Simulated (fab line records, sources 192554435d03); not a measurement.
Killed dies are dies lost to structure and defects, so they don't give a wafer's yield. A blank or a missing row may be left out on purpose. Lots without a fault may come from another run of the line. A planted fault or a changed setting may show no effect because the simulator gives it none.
Chamber matching | flow n5_finfet | N5_MOL_CONTACT_COAG_ETCH_47 on rie_diel-02: 4 sister chambers
The step etches SiNx in CH3F/O2, stops on W, target depth 27 nm. 4 wafers are shown with their chamber, then 8 later ones without.

WAFERS WITH THEIR CHAMBER
wafer  | chamber | showerhead_plenum_p_Torr (Torr)
L084.3 | 3       | 1.97
L088.1 | 0       | 2.01
L088.5 | 1       | 2.05
L089.3 | 2       | 1.91

WAFERS WITHOUT THEIR CHAMBER
wafer  | showerhead_plenum_p_Torr (Torr)
L089.5 | 1.91
L089.6 | 1.96
L093.1 | 2.01
L093.2 | 1.96
L093.4 | 1.91
L096.3 | 2.04
L096.5 | 1.96
L096.6 | 1.91

WHICH CHAMBER EACH WENT THROUGH
wafer  | from the rows above | in truth
L089.5 | 2                   | 2
L089.6 | 3                   | 3
L093.1 | 0                   | 0
L093.2 | 3                   | 3
L093.4 | 2                   | 2
L096.3 | 1                   | 1
L096.5 | 3                   | 3
L096.6 | 2                   | 2
Placed correctly: 8 of 8. Can't be placed from these rows: 0. Placed wrongly: 0.
How it was worked out, from the rows above alone: a wafer's distance from a chamber is the root of the sum, over the readings, of the square of ((its reading less the chamber's mean) divided by the reading's scatter). The wafer belongs to the nearest chamber; if the next one is less than 2 further off, it can't be placed. A chamber's mean is the mean of its shown wafers. The scatter: with one shown wafer a chamber, the root of the mean of the squares of how far each hidden wafer lies from its nearest shown one.
